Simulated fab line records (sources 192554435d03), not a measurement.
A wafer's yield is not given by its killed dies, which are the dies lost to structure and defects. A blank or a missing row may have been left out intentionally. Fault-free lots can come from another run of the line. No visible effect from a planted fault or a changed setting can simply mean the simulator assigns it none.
fab line records	flow n5_finfet
record lots=7	wafers=21
route steps=1938 shown BEOL_M0_SAQP@693 BEOL_M1@783 BEOL_M3@974 BEOL_M4@1037 BEOL_M5@1154 BEOL_M7@1280 BEOL_M8@1386 BEOL_M9@1440
start_h: start of the lot's first displayed wafer, in hours after the record's first day	wait_h: hours from the lot's prior step to this one	" unchanged from the row above	L1.1+2: one row covering several wafers at once	- value missing, or start not given	* or withheld: withheld	< > ~ a bound
route shown NAME@n: NAME is a module with steps in the file, n the number in the route of the first one	usual: average and standard deviation across the fault-free wafers	same: alike in all rows	chamber/n: place in a boat	sites: per-site readings	_std_site: standard deviation across them	_edge_site: the outer-site mean with the inner-site mean subtracted	radius_mm: how far each site lies from the wafer's centre	mask NAME#n: copy n	behind: the most recent tool/chamber to have shaped the wafer	hold: cause of the lot's hold/its duration in hours/its outcome	device: transistor that didn't switch, given as n, p or np	end of line: tests run on the same wafers once the route is complete	where a step has no rows: the recipe by itself	killed: count of dies lost to structure and defects at first sort (not the wafer's yield)	map: per-die view of a wafer (x killed, . not killed, _ where there is no die)
set.NAME: the setting as run; set.NAME@STEP: as run at that earlier step	model.NAME: the simulator's own value behind a step, which no gauge read
lots run with intentionally changed settings; tables by step, rows by wafer
## steps
# step N5_BEOL_M0_SAQP_ETCH_88
# recipe chemistry=N2/H2	target=underlayer	target_depth_a=65	time_s=5.2	ion_energy_ev=200	mask_material=CAR-EUV	pressure_mtorr=30	source_w=840	bias_w=150	n2_flow_sccm=200	h2_flow_sccm=200	ends=cleared
# usual etch_rf_on_time_s=5.19/0.1	rf_vpp_V=522.5/1.9
lot.wafer	tool	chamber	start_h	wait_h	set.source_w	etch_rf_on_time_s	rf_vpp_V
L076.1	rie_diel-06	2	121.44	0.0	840	5.08	524.0
L076.2	"	3	"	"	840	5.23	519.0
L076.5	"	3	"	"	988.2	4.51	493.8
L075.1	rie_diel-06	1	124.84	0.0	840	5.31	522.1
L075.2	"	3	"	"	990.8	4.56	493.0
L075.4	"	0	"	"	990.8	4.58	494.7
L079.3	rie_diel-06	3	147.81	0.0	914.2	4.84	503.9
L079.4	"	1	"	"	840	5.34	519.8
L079.5	"	0	"	"	914.2	4.91	507.0
L080.2	rie_diel-03	3	161.21	0.0	840	5.13	524.0
L080.3	"	1	"	"	840	5.19	521.5
L080.5	"	3	"	"	770.5	5.46	534.8
L089.2	rie_diel-06	1	206.24	0.0	887.3	5.10	510.1
L089.3	"	3	"	"	887.3	5.01	511.2
L089.6	"	1	"	"	887.3	5.14	512.1
L092.1	rie_diel-03	3	218.49	0.0	840	5.24	520.9
L092.3	"	2	"	"	840	5.34	523.2
L092.4	"	0	"	"	840	5.23	523.9
L097.2	rie_diel-06	0	249.37	0.0	840	5.33	520.9
L097.5	"	3	"	"	840	5.22	519.8
L097.6	"	1	"	"	840	5.34	520.7
# step N5_BEOL_M1_EXPOSE_25
# recipe mask_id=V0	na=0.33	source_shape=quasar	sigma_inner=0.2	sigma_outer=0.8	polarization=unpolarized	defocus_nm=5	target_cd_nm=24	dose_mj=63
lot.wafer	tool	chamber	start_h	wait_h	mask	set.dose_mj
L076.1+2+5	euv_scanner-02	0	131.73	-	V0#0	63
L075.1+4	euv_scanner-01	0	135.84	-	V0#0	63
L075.2	"	0	"	"	V0#0	58.96
L079.3+4+5	euv_scanner-02	0	156.07	-	V0#0	63
L080.2+5	euv_scanner-02	0	170.66	-	V0#0	63
L080.3	"	0	"	"	V0#0	58.55
L089.2	euv_scanner-02	0	218.10	-	V0#0	63
L089.3+6	"	0	"	"	V0#0	60.79
L092.1+3+4	euv_scanner-01	0	228.13	-	V0#0	63
L097.2+6	euv_scanner-01	0	259.45	-	V0#0	63
L097.5	"	0	"	"	V0#0	61.68
# step N5_BEOL_M1_PEB_26
# recipe peb_temp_c=100	peb_time_s=60	resist=CAR-EUV
# step N5_BEOL_M1_DEVELOP_27
# recipe develop_time_s=30	developer=TMAH	resist=CAR-EUV	rinse_liquid=surfactant_rinse	dry=air_spin	dev_temp_c=23
# step N5_BEOL_M1_CD_MEAS_28
# recipe landing_energy_ev=500	detector=se_inlens	target_cd_y_nm=23.3
# usual cd_nm=23.99/0.29
lot.wafer	tool	chamber	start_h	wait_h	set.dose_mj@BEOL_M1_EXPOSE_25	cd_nm
L076.1	cd_sem-01	0	131.87	-	63	23.94
L076.2	"	0	"	"	63	24.23
L076.5	"	0	"	"	63	24.79
L075.1	cd_sem-03	0	135.98	-	63	24.51
L075.2	"	0	"	"	58.96	22.59
L075.4	"	0	"	"	63	23.96
L079.3	cd_sem-01	0	156.20	-	63	23.69
L079.4	"	0	"	"	63	23.76
L079.5	"	0	"	"	63	24.10
L080.2	cd_sem-02	0	170.80	-	63	24.08
L080.3	"	0	"	"	58.55	22.23
L080.5	"	0	"	"	63	24.22
L089.2	cd_sem-03	0	218.23	-	63	24.27
L089.3	"	0	"	"	60.79	23.38
L089.6	"	0	"	"	60.79	23.33
L092.1	cd_sem-02	0	228.27	-	63	23.90
L092.3	"	0	"	"	63	23.68
L092.4	"	0	"	"	63	23.81
L097.2	cd_sem-01	0	259.59	-	63	23.53
L097.5	"	0	"	"	61.68	23.43
L097.6	"	0	"	"	63	23.82
# step N5_BEOL_M1_STRIP_71
# recipe chemistry=N2/H2	temp_c=40	n2_flow_sccm=200	h2_flow_sccm=200	rf_frequency_hz=6e+07
# step N5_BEOL_M1_STRIP_78
# recipe chemistry=N2/H2	temp_c=40	n2_flow_sccm=200	h2_flow_sccm=200	rf_frequency_hz=6e+07
# step N5_BEOL_M1_VIA_ETCH_34
# recipe chemistry=C4F6/O2	target_depth_a=678	mask_material=SOC	pressure_mtorr=15	ion_energy_ev=250	taper_deg=4	time_s=64.4	source_w=350	bias_w=170	Ar_flow_sccm=300	C4F6_flow_sccm=10	O2_flow_sccm=10
lot.wafer	tool	chamber	start_h	wait_h	set.dose_mj@BEOL_M1_EXPOSE_25	model.BEOL_M1.cd_nm
L076.1	rie_diel-03	0	133.67	0.0	63	18
L076.2	"	3	"	"	63	18.2
L076.5	"	3	"	"	63	18.6
L075.1	rie_diel-01	2	138.17	0.0	63	18.2
L075.2	"	3	"	"	58.96	16.8
L075.4	"	1	"	"	63	17.8
L079.3	rie_diel-06	0	160.92	0.0	63	17.6
L079.4	"	3	"	"	63	17.8
L079.5	"	2	"	"	63	18
L080.2	rie_diel-03	0	174.94	0.0	63	18.2
L080.3	"	2	"	"	58.55	16.4
L080.5	"	1	"	"	63	18.8
L089.2	rie_diel-01	2	219.57	0.0	63	18.8
L089.3	"	1	"	"	60.79	17.4
L089.6	"	2	"	"	60.79	18.2
L092.1+4	rie_diel-03	0,1	236.35	0.0	63	18
L092.3	"	2	"	"	63	17.8
L097.2	rie_diel-01	0	267.59	0.0	63	17.8
L097.5	"	1	"	"	61.68	17.2
L097.6	"	2	"	"	63	18.4
# step N5_BEOL_M3_ETCH_70
# recipe chemistry=N2/H2	target=SOC	target_depth_a=800	overetch_a=160	mask_material=SiARC	temp_c=40	time_s=120	ion_energy_ev=200	pressure_mtorr=30	source_w=840	bias_w=150	n2_flow_sccm=200	h2_flow_sccm=200
# usual rf_vpp_V=522.1/1.6
lot.wafer	tool	chamber	start_h	wait_h	set.source_w	rf_vpp_V
L076.1	rie_diel-06	1	151.38	0.0	840	521.1
L076.2	"	3	"	"	783.4	533.1
L076.5	"	1	"	"	840	520.6
L075.1	rie_diel-03	3	161.70	0.0	840	520.4
L075.2	"	1	"	"	840	522.3
L075.4	"	0	"	"	840	524.0
L079.3	rie_diel-01	2	182.95	0.0	840	523.3
L079.4	"	1	"	"	939.1	502.4
L079.5	"	2	"	"	939.1	504.2
L080.2	rie_diel-03	2	198.45	0.0	840	523.2
L080.3	"	3	"	"	840	519.7
L080.5	"	3	"	"	840	521.2
L089.2	rie_diel-01	2	254.57	0.0	915.7	506.8
L089.3	"	0	"	"	840	522.8
L089.6	"	0	"	"	915.7	508.5
L092.1	rie_diel-06	1	264.90	0.0	840	519.8
L092.3	"	3	"	"	840	521.1
L092.4	"	2	"	"	840	522.3
L097.2	rie_diel-01	2	300.16	0.0	840	522.4
L097.5	"	0	"	"	973.1	496.9
L097.6	"	1	"	"	973.1	496.9
# step N5_BEOL_M3_ETCH_41
# recipe chemistry=CH3F/O2	target=SiCN	target_depth_a=299	taper_deg=2	time_s=52.5	ion_energy_ev=120	mask_material=TiN	pressure_mtorr=30	source_w=395	bias_w=75	Ar_flow_sccm=150	CH3F_flow_sccm=30	O2_flow_sccm=20
lot.wafer	tool	chamber	start_h	wait_h	set.target_depth_a	model.etch.depth_nm
L076.1	rie_diel-06	1	-	-	299	19.74
L076.2	"	3	"	"	299	20.2
L076.5	"	1	"	"	317.4	21.01
L075.1	rie_diel-03	3	-	-	299	20.03
L075.2	"	1	"	"	299	19.77
L075.4	"	0	"	"	299	20.23
L079.3	rie_diel-01	2	-	-	323.7	21.91
L079.4	"	1	"	"	299	19.94
L079.5	"	2	"	"	323.7	21.97
L080.2	rie_diel-03	2	-	-	299	19.36
L080.3	"	3	"	"	286.8	18.96
L080.5	"	3	"	"	299	19.81
L089.2	rie_diel-01	2	-	-	299	20.26
L089.3	"	0	"	"	299	19.98
L089.6	"	0	"	"	299	20.01
L092.1	rie_diel-06	1	-	-	299	19.11
L092.3	"	3	"	"	299	19.95
L092.4	"	2	"	"	299	20.11
L097.2	rie_diel-01	2	-	-	299	20.16
L097.5	"	0	"	"	273.7	18.2
L097.6	"	1	"	"	299	19.77
# step N5_BEOL_M4_DESCUM_16
# recipe chemistry=O2	time_s=7	source_power_w=50	bias_power_w=20	pressure_mtorr=20	rf_frequency_hz=2.712e+07	temp_c=40	resist=CAR-EUV	o2_flow_sccm=225
lot.wafer	tool	chamber	start_h	wait_h	set.time_s
L076.1+5	rie_diel-02	2,3	158.96	0.0	7
L076.2	"	0	"	"	6.053
L075.1+2+4	rie_diel-02	3,0,1	168.64	0.5	7.423
L079.3+4+5	rie_diel-05	1,2,2	191.47	0.0	7
L080.2	rie_diel-05	1	206.45	0.6	8.105
L080.3+5	"	3,2	"	"	7
L089.2+3+6	rie_diel-05	1,0,1	259.57	0.1	7
L092.1+3+4	rie_diel-02	1,3,2	272.04	0.0	7
L097.2+5+6	rie_diel-05	2,1,0	305.48	0.1	7
# step N5_BEOL_M4_ETCH_74
# recipe chemistry=N2/H2	target=underlayer	target_depth_a=65	mask_material=CAR-EUV	time_s=5.2	ion_energy_ev=200	pressure_mtorr=30	source_w=840	bias_w=150	n2_flow_sccm=200	h2_flow_sccm=200	ends=cleared
lot.wafer	tool	chamber	start_h	wait_h	set.time_s@BEOL_M4_DESCUM_16	model.CAR-EUV_of_BEOL_M4_COAT_05.thk_nm
L076.1	rie_diel-02	2	158.99	0.0	7	20.6
L076.2	"	0	"	"	6.053	21
L076.5	"	3	"	"	7	20.4
L075.1+2	rie_diel-02	3,0	168.67	0.0	7.423	20.2
L075.4	"	1	"	"	7.423	20.4
L079.3+4+5	rie_diel-05	1,2,2	191.50	0.0	7	20.4
L080.2	rie_diel-05	1	206.49	0.0	8.105	19.8
L080.3	"	3	"	"	7	20.6
L080.5	"	2	"	"	7	20.4
L089.2+3	rie_diel-05	1,0	259.61	0.0	7	20.6
L089.6	"	1	"	"	7	20.4
L092.1+4	rie_diel-02	1,2	272.07	0.0	7	20.4
L092.3	"	3	"	"	7	20.2
L097.2+5	rie_diel-05	2,1	305.51	0.0	7	20.4
L097.6	"	0	"	"	7	20.6
# step N5_BEOL_M4_ETCH_64
# recipe chemistry=N2/H2	target=SOC	target_depth_a=750	overetch_a=225	mask_material=SiARC	temp_c=40	time_s=121.9	ion_energy_ev=200	pressure_mtorr=30	source_w=840	bias_w=150	n2_flow_sccm=200	h2_flow_sccm=200
# usual rf_vpp_V=524.4/2.3
lot.wafer	tool	chamber	start_h	wait_h	set.bias_w	rf_vpp_V	model.SiARC_of_BEOL_M4_COAT_62.thk_nm
L076.1	rie_diel-02	2	159.04	0.0	150	521.5	6.4
L076.2	"	0	"	"	150	525.0	6.4
L076.5	"	3	"	"	173	571.3	5.6
L075.1	rie_diel-02	3	168.72	0.0	175	574.9	5.4
L075.2	"	0	"	"	150	522.4	6.4
L075.4	"	1	"	"	150	524.0	6
L079.3	rie_diel-05	1	191.55	0.0	173.4	572.5	5
L079.4	"	2	"	"	173.4	577.7	5.2
L079.5	"	2	"	"	150	527.9	6.4
L080.2	rie_diel-05	1	206.53	0.0	150	521.4	6.2
L080.3	"	3	"	"	160.6	546.7	5.8
L080.5	"	2	"	"	160.6	548.8	6
L089.2	rie_diel-05	1	259.65	0.0	150	523.1	6
L089.3	"	0	"	"	150	526.1	6.4
L089.6	"	1	"	"	150	522.6	6
L092.1	rie_diel-02	1	272.12	0.0	150	525.3	6.2
L092.3	"	3	"	"	150	522.5	6.6
L092.4	"	2	"	"	150	521.7	6.4
L097.2	rie_diel-05	2	305.56	0.0	166.2	560.4	5.6
L097.5	"	1	"	"	150	521.0	6.2
L097.6	"	0	"	"	150	527.7	6.4
# step N5_BEOL_M5_ETCH_68
# recipe chemistry=N2/H2	target=SOC	target_depth_a=800	overetch_a=160	mask_material=SiARC	temp_c=40	time_s=120	ion_energy_ev=200	pressure_mtorr=30	source_w=840	bias_w=150	n2_flow_sccm=200	h2_flow_sccm=200
lot.wafer	tool	chamber	start_h	wait_h	set.time_s	model.SiARC_of_BEOL_M5_COAT_66.thk_nm
L076.1+2	rie_diel-01	1,0	169.69	0.0	120	6.4
L076.5	"	2	"	"	120	6.2
L075.1	rie_diel-06	0	187.67	0.0	131.7	6
L075.2	"	2	"	"	131.7	5.8
L075.4	"	3	"	"	120	6.4
L079.3	rie_diel-06	2	203.86	0.0	134.4	5.6
L079.4	"	0	"	"	134.4	6
L079.5	"	2	"	"	120	6.4
L080.2	rie_diel-06	3	226.17	0.0	120	6.4
L080.3	"	0	"	"	120	6.6
L080.5	"	3	"	"	127.1	6
L089.2+6	rie_diel-01	1	284.44	0.0	120	6.4
L089.3	"	2	"	"	120	6.2
L092.1+3+4	rie_diel-03	0,3,1	290.67	0.0	120	6.4
L097.2+5	rie_diel-03	1,3	315.63	0.0	112.2	6.8
L097.6	"	0	"	"	120	6.4
# step N5_BEOL_M5_TRENCH_ETCH_37
# recipe chemistry=C4F6/O2	target_depth_a=716.52	target=SiCOH_lowk	time_s=24.7	ion_energy_ev=250	pressure_mtorr=30	source_w=345	bias_w=185	Ar_flow_sccm=300	C4F6_flow_sccm=10	O2_flow_sccm=10
# usual rf_vpp_V=662/12
lot.wafer	tool	chamber	start_h	wait_h	set.bias_w	rf_vpp_V
L076.1	rie_diel-01	1	-	-	185	651
L076.2	"	0	"	"	185	646
L076.5	"	2	"	"	185	667
L075.1	rie_diel-06	0	-	-	197.2	679
L075.2	"	2	"	"	185	653
L075.4	"	3	"	"	185	671
L079.3	rie_diel-06	2	-	-	185	652
L079.4	"	0	"	"	185	648
L079.5	"	2	"	"	211.4	725
L080.2	rie_diel-06	3	-	-	206.1	731
L080.3	"	0	"	"	185	648
L080.5	"	3	"	"	185	671
L089.2	rie_diel-01	1	-	-	185	652
L089.3	"	2	"	"	166.5	615
L089.6	"	1	"	"	185	652
L092.1	rie_diel-03	0	-	-	185	678
L092.3	"	3	"	"	185	674
L092.4	"	1	"	"	185	674
L097.2	rie_diel-03	1	-	-	185	673
L097.5	"	3	"	"	197.6	710
L097.6	"	0	"	"	197.6	712
# step N5_BEOL_M7_ETCH_61
# recipe chemistry=CF4	target=SiARC	target_depth_a=455	mask_material=CAR-ArF	time_s=75.8	ion_energy_ev=80	pressure_mtorr=40	source_w=545	bias_w=36	Ar_flow_sccm=100	cf4_flow_sccm=100	ends=cleared
# usual etch_rf_on_time_s=75.5/1.6	rf_vpp_V=183.3/0.97
lot.wafer	tool	chamber	start_h	wait_h	set.source_w	etch_rf_on_time_s	rf_vpp_V
L076.1	rie_diel-06	2	191.40	0.0	545	72.7	183.6
L076.2	"	3	"	"	456.4	89.0	194.9
L076.5	"	1	"	"	545	76.6	184.3
L075.1	rie_diel-06	2	207.87	0.0	545	72.7	184.6
L075.2	"	3	"	"	596.9	70.3	178.3
L075.4	"	0	"	"	596.9	72.0	178.1
L079.3	rie_diel-01	1	224.31	0.0	512	78.8	187.6
L079.4	"	0	"	"	545	74.4	184.9
L079.5	"	3	"	"	545	72.0	185.1
L080.2	rie_diel-06	1	244.45	0.0	545	77.9	181.8
L080.3	"	0	"	"	477.3	87.2	192.3
L080.5	"	1	"	"	545	77.6	181.4
L089.2	rie_diel-01	0	301.04	0.0	515.7	77.9	186.9
L089.3	"	2	"	"	545	73.3	183.8
L089.6	"	2	"	"	515.7	77.6	187.5
L092.1	rie_diel-06	1	307.82	0.0	545	77.6	181.2
L092.3	"	2	"	"	545	73.2	183.1
L092.4	"	3	"	"	545	77.3	182.7
L097.2	rie_diel-01	2	334.43	0.0	592.4	69.2	178.8
L097.5	"	1	"	"	545	75.9	184.2
L097.6	"	0	"	"	592.4	69.9	177.6
# step N5_BEOL_M8_CURE_75
# recipe temp_c=370	time_s=120	ambient=DMADMS/He	material=SiCOH_lowk
# usual lamp_power_pct=52.32/0.047
lot.wafer	tool	chamber	start_h	wait_h	set.time_s	lamp_power_pct
L076.1	uv_cure-03	2	202.02	0.0	120	52.35
L076.2	"	2	"	"	120	52.32
L076.5	"	2	"	"	97.85	52.26
L075.1	uv_cure-01	1	220.25	0.2	109.7	52.36
L075.2	"	1	"	"	120	52.37
L075.4	"	1	"	"	109.7	52.30
L079.3	uv_cure-02	1	235.08	0.1	120	52.23
L079.4	"	1	"	"	103.7	52.32
L079.5	"	1	"	"	103.7	52.31
L080.2	uv_cure-03	1	255.09	0.1	132.2	52.28
L080.3	"	1	"	"	120	52.32
L080.5	"	1	"	"	120	52.26
L089.2	uv_cure-03	0	310.84	0.1	104.9	52.37
L089.3	"	0	"	"	104.9	52.38
L089.6	"	0	"	"	120	52.26
L092.1	uv_cure-03	1	316.46	0.0	120	52.30
L092.3	"	1	"	"	120	52.34
L092.4	"	1	"	"	120	52.28
L097.2	uv_cure-02	2	352.15	0.1	138.8	51.61
L097.5	"	2	"	"	138.8	51.61
L097.6	"	2	"	"	120	52.29
# step N5_BEOL_M9_ETCH_66
# recipe chemistry=N2/H2	target=SOC	target_depth_a=800	overetch_a=160	mask_material=SiARC	temp_c=40	time_s=120	ion_energy_ev=200	pressure_mtorr=30	source_w=840	bias_w=150	n2_flow_sccm=200	h2_flow_sccm=200
lot.wafer	tool	chamber	start_h	wait_h	set.time_s	model.SiARC_of_BEOL_M9_COAT_64.thk_nm
L076.1	rie_diel-01	1	211.32	0.0	120	6.4
L076.2	"	2	"	"	127.6	5.8
L076.5	"	2	"	"	120	6
L075.1	rie_diel-03	2	228.64	0.0	103.6	7.6
L075.2	"	1	"	"	120	6.4
L075.4	"	0	"	"	103.6	7.2
L079.3+5	rie_diel-01	0	243.13	0.0	98.95	7.4
L079.4	"	2	"	"	120	6.2
L080.2	rie_diel-01	3	263.34	0.0	120	6.2
L080.3+5	"	0	"	"	120	6.4
L089.2	rie_diel-03	2	316.56	0.0	120	6.8
L089.3	"	3	"	"	139.2	5.4
L089.6	"	2	"	"	120	6.6
L092.1+3+4	rie_diel-03	0,1,3	321.58	0.0	120	6.4
L097.2	rie_diel-03	0	357.80	0.0	120	6.4
L097.5	"	0	"	"	98.57	7.6
L097.6	"	2	"	"	120	6.8
## key
split step=N5_BEOL_M0_SAQP_ETCH_88	setting=source_w	stated=840	by=wafer
response step=N5_BEOL_M0_SAQP_ETCH_88	reading=etch_rf_on_time_s	change=*	per=1%	r=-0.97
response step=N5_BEOL_M0_SAQP_ETCH_88	reading=rf_vpp_V	change=-1.57	per=1%	r=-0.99
split step=N5_BEOL_M1_EXPOSE_25	setting=dose_mj	stated=63	by=wafer
response step=N5_BEOL_M1_CD_MEAS_28	reading=cd_nm	change=+0.258	per=1%	r=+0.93
response step=N5_BEOL_M1_VIA_ETCH_34	reading=model.BEOL_M1.cd_nm	change=+0.259	per=1%	r=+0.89
split step=N5_BEOL_M3_ETCH_70	setting=source_w	stated=840	by=wafer
response step=N5_BEOL_M3_ETCH_70	reading=rf_vpp_V	change=-1.66	per=1%	r=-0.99
split step=N5_BEOL_M3_ETCH_41	setting=target_depth_a	stated=299	by=wafer
response step=N5_BEOL_M3_ETCH_41	reading=model.etch.depth_nm	change=+0.208	per=1%	r=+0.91
split step=N5_BEOL_M4_DESCUM_16	setting=time_s	stated=7	by=wafer
response step=N5_BEOL_M4_ETCH_74	reading=model.CAR-EUV_of_BEOL_M4_COAT_05.thk_nm	change=-0.0412	per=1%	r=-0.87
split step=N5_BEOL_M4_ETCH_64	setting=bias_w	stated=150	by=wafer
response step=N5_BEOL_M4_ETCH_64	reading=rf_vpp_V	change=+3.15	per=1%	r=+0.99
response step=N5_BEOL_M4_ETCH_64	reading=model.SiARC_of_BEOL_M4_COAT_62.thk_nm	change=-0.0602	per=1%	r=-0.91
split step=N5_BEOL_M5_ETCH_68	setting=time_s	stated=120	by=wafer
response step=N5_BEOL_M5_ETCH_68	reading=model.SiARC_of_BEOL_M5_COAT_66.thk_nm	change=-0.0557	per=1%	r=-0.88
split step=N5_BEOL_M5_TRENCH_ETCH_37	setting=bias_w	stated=185	by=wafer
response step=N5_BEOL_M5_TRENCH_ETCH_37	reading=rf_vpp_V	change=+5.02	per=1%	r=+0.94
split step=N5_BEOL_M7_ETCH_61	setting=source_w	stated=545	by=wafer
response step=N5_BEOL_M7_ETCH_61	reading=etch_rf_on_time_s	change=*	per=1%	r=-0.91
response step=N5_BEOL_M7_ETCH_61	reading=rf_vpp_V	change=-0.703	per=1%	r=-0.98
split step=N5_BEOL_M8_CURE_75	setting=time_s	stated=120	by=wafer
response step=N5_BEOL_M8_CURE_75	reading=lamp_power_pct	shape=bent	at_lowest=*	at_stated=*	at_highest=*
split step=N5_BEOL_M9_ETCH_66	setting=time_s	stated=120	by=wafer
response step=N5_BEOL_M9_ETCH_66	reading=model.SiARC_of_BEOL_M9_COAT_64.thk_nm	change=-0.0684	per=1%	r=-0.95
